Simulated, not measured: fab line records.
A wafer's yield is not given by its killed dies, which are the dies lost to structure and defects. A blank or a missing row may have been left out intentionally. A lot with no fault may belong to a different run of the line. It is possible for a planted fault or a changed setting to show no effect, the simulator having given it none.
Problem report in the 8D (eight disciplines) form, filled by code	flow nandHarc	the parts of the form that need people (team, actions taken, sign-off) are left out

1. PROBLEM STATEMENT
killedAtArray at NHARC_END_SORT_01 reads a mean of 439 on 3 wafers of 3 lots; wafers without a fault read 29 with a standard deviation of 10. Relative to the usual mean, that is a shift of +41 standard deviations.
Seen first at day 23 14:17 on prober-01, wafer L668.3. Wafers with a number at this step in the record: 8, from 3 lots. Rule for "out" (also "out of limits"): further than 4 standard deviations from the usual mean. The rest of the wafers with a number are treated as sound.

2. WHAT THIS IS AND IS NOT
question	is	is not
which readings at this step	killedAtArray, killedDies	killedAtPeriphery, killedOpen, killedShort
which lots	L668, L672, L674	-
which wafers of those lots	L668.3, L672.3, L674.3	L668.1, L668.5, L672.1, L672.5, L674.4
read on which gauges	prober-01, prober-02	-
when	from day 23 14:17	up to then (1 sound wafer); but 4 sound wafers of L668, L672, L674 came after

3. WHAT RULES OUT EACH SUSPECT
Counting: if a tool at a process step up to the reading ran every lot that is out, it stays a suspect. Sound lots after the first of them don't rule it out here, since some wafers of a struck lot are sound.
- the gauge at NHARC_END_SORT_01 is ruled out. 2 gauges (prober-01, prober-02) read the wafers that are out.
- rieDiel-06 at NHARC_A_STAIRCASE_TRIM_12 (chemistry O2, time 211.2 s): kept. It ran every lot that is out, first L668 (day 14 16:47).
- rieDiel-06 at NHARC_A_STAIRCASE_ETCH_19 (etches the open film in C4F8/O2, target depth 100 nm, time 40.5 s): kept. It ran every lot that is out, first L668 (day 14 18:58). With no start given for some of its lots, NHARC_A_STAIRCASE_ETCH_19 uses the hours and lot order of NHARC_A_STAIRCASE_ETCH_25.
- rieDiel-06 at NHARC_A_STAIRCASE_TRIM_24 (chemistry O2, time 211.2 s): kept. It ran every lot that is out, first L668 (day 14 18:58). With no start given for some of its lots, NHARC_A_STAIRCASE_TRIM_24 uses the hours and lot order of NHARC_A_STAIRCASE_ETCH_25.
- rieDiel-06 at NHARC_A_STAIRCASE_ETCH_25 (etches the open film in C4F8/O2, target depth 100 nm, time 40.5 s): kept. It ran every lot that is out, first L668 (day 14 18:58). Its own runLengthS readings are out on those wafers.
Left after counting: rieDiel-06 at NHARC_A_STAIRCASE_TRIM_12, rieDiel-06 at NHARC_A_STAIRCASE_ETCH_19, rieDiel-06 at NHARC_A_STAIRCASE_TRIM_24, rieDiel-06 at NHARC_A_STAIRCASE_ETCH_25.

4. THE CAUSE (what the simulator had put in)
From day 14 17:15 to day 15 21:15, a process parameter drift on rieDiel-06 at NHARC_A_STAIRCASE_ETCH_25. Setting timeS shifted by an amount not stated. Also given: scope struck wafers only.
Counting left 4 suspects, and this tool is among them.

5. SEQUENCE OF EFFECTS, ordered by route
Each row: a reading whose mean over the struck wafers that have a number lies more than 3 standard deviations from the usual. Readings are gone through only where the record gives a usual standard deviation; hours: the median, over the lots, of the time from a lot's start at the first step in this table giving one to that lot's start at this step; sigmas: the change measured in usual standard deviations.
hours	step	reading	usual	on struck wafers	change	sigmas
0	NHARC_A_STAIRCASE_ETCH_25	runLengthS	61.8 s	72.1	+10.3	+33
219	NHARC_END_SORT_01	killedAtArray	29	439	+410	+41
219	NHARC_END_SORT_01	killedDies	33	446	+413	+38
Here are the process steps it includes:
- NHARC_A_STAIRCASE_ETCH_25: etches the open film in C4F8/O2, target depth 100 nm, time 40.5 s.

6. HOW IT WOULD HAVE BEEN CAUGHT EARLIER
The first out-of-limits reading at a measuring or inspecting step in this record came at day 23 14:17, 213 hours after the fault's start at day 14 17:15.
The tool's own readings at NHARC_A_STAIRCASE_ETCH_25 were out on every struck wafer that the step has a row for (runLengthS): an alarm limit on them would have fired on the first of those.
By day 23 14:17, every lot that is out (3) had started NHARC_A_STAIRCASE_ETCH_25 on rieDiel-06. None of them would have been spared by holding the tool at that moment.
